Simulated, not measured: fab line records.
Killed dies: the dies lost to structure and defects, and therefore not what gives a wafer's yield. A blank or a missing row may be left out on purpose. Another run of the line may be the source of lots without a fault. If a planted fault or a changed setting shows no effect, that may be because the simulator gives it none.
Split-lot trial ; flow n5-finfet ; 21 wafers read from 7 lots, route of 1938 steps

## ABOUT THE SPLIT
At N5_DUMMY_GATE_DESCUM_20 (chemistry O2, time 6.2 s), the setting time-s was moved away from the recipe's 6.2 s on 6 of the 21 wafers read, by -19.3% to +13.9%. All remaining wafers had this setting at the recipe value.

No step appears in the file between the split and the reading.

## THE READING
CAR-EUV_of_DUMMY_GATE_COAT_09.thk-nm (the simulator's own value, which no gauge read), in nm, at N5_DUMMY_GATE_ETCH_29 (etches underlayer in N2/H2, target depth 13 nm). No usual value for it is given in the file. Here, 15 wafers ran the recipe; their average is 18.8 nm with a standard deviation of 0.15 nm.

wafer;tool, chamber at the split;time-s as run, s;against the recipe;CAR-EUV_of_DUMMY_GATE_COAT_09.thk-nm, nm;against lot-mates on the recipe
L074.3;rie-diel-03, 2;6.2;recipe;18.6;-
L074.6;rie-diel-03, 2;6.2;recipe;18.6;-
L074.5;rie-diel-03, 3;5.004;-19.3%;19.2;+0.6
L079.1;rie-diel-02, 2;6.2;recipe;19;-
L079.3;rie-diel-02, 3;7.06;+13.9%;18.6;-0.4
L079.6;rie-diel-02, 3;7.06;+13.9%;18.6;-0.4
L085.4;rie-diel-03, 1,2,3;6.2;recipe;18.6;-
L085.5;rie-diel-03, 1,2,3;6.2;recipe;18.8;-
L085.6;rie-diel-03, 1,2,3;6.2;recipe;18.8;-
L086.2;rie-diel-03, 2,1,2;6.2;recipe;19;-
L086.6;rie-diel-03, 2,1,2;6.2;recipe;19;-
L086.5;rie-diel-03, 2,1,2;6.2;recipe;18.8;-
L088.1;rie-diel-02, 1,3;6.731;+8.6%;18.6;-0.4
L088.5;rie-diel-02, 2;6.2;recipe;19;-
L088.6;rie-diel-02, 1,3;6.731;+8.6%;18.8;-0.2
L092.2;rie-diel-03, 3,2,0;6.2;recipe;18.6;-
L092.5;rie-diel-03, 3,2,0;6.2;recipe;18.8;-
L092.6;rie-diel-03, 3,2,0;6.2;recipe;18.8;-
L096.2;rie-diel-02, 0;6.2;recipe;18.6;-
L096.5;rie-diel-02, 2;6.2;recipe;18.8;-
L096.6;rie-diel-02, 1;5.5;-11.3%;19;+0.3
Where a row lists several chambers, the file gives one row for several wafers and doesn't say which wafer went through which chamber.

THE FIT
A straight line over all 21 wafers: CAR-EUV_of_DUMMY_GATE_COAT_09.thk-nm changes by -0.0167 nm for each +1% of time-s; r = -0.65; the points scatter about the line by 0.14 nm.
The same after taking each lot's own level away (the mean of its wafers on the recipe; 21 wafers): -0.0302 nm for each +1%; r = -0.94; scatter 0.081 nm.
According to that fit, moving time-s by its largest amount changes the reading by 0.58 nm.
The span of the lots' own levels, 18.60 to 19.00 nm, comes to 2.6 times the standard deviation stated above.
So the lot-to-lot level blurs the effect unless lot-mates are compared.
Check: with one of the wafers moved furthest among these (-19.3%) left out of the fit, the line predicts +0.564 nm for it against its lot-mates. Against them it came out at +0.6 nm.

## OTHER SPLITS APPLIED TO THESE WAFERS
Note: prior to the reading, these wafers also went through further splits. Each is held against what the fit with the lots' levels taken away leaves over:
other split on the same wafers;wafers away from the commonest value;r with CAR-EUV_of_DUMMY_GATE_COAT_09.thk-nm (lot level and that fit taken away)
N5_ZERO_LAYER_EXPOSE_08 dose-mj;4;-0.18
N5_ZERO_LAYER_DEVELOP_10 develop-time-s;6;-0.12
N5_PMOS_HMC_CHANNEL_EPI_COAT_03 spin-rpm;4;-0.28
N5_FIN_SAQP_PEB_14 peb-time-s;2;+0.25
N5_STI_FIN_REVEAL_ETCHBACK_08 time-s;4;+0.03

## THE WHOLE CHAIN: every reading that the file lists as answering this split, in the file's order
step;what it does;reading;change (the file's fit);r (the file's)
N5_DUMMY_GATE_DESCUM_20;chemistry O2, time 6.2 s;CAR-EUV_of_DUMMY_GATE_COAT_09.thk-nm (the simulator's own value, which no gauge read);-0.032 nm for each +1% of the setting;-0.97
N5_DUMMY_GATE_ETCH_29;etches underlayer in N2/H2, target depth 13 nm;CAR-EUV_of_DUMMY_GATE_COAT_09.thk-nm (the simulator's own value, which no gauge read);-0.0302 nm for each +1% of the setting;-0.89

## THE FILE'S OWN FIT
CAR-EUV_of_DUMMY_GATE_COAT_09.thk-nm changes by -0.0302 nm for each +1% of time-s, r = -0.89.
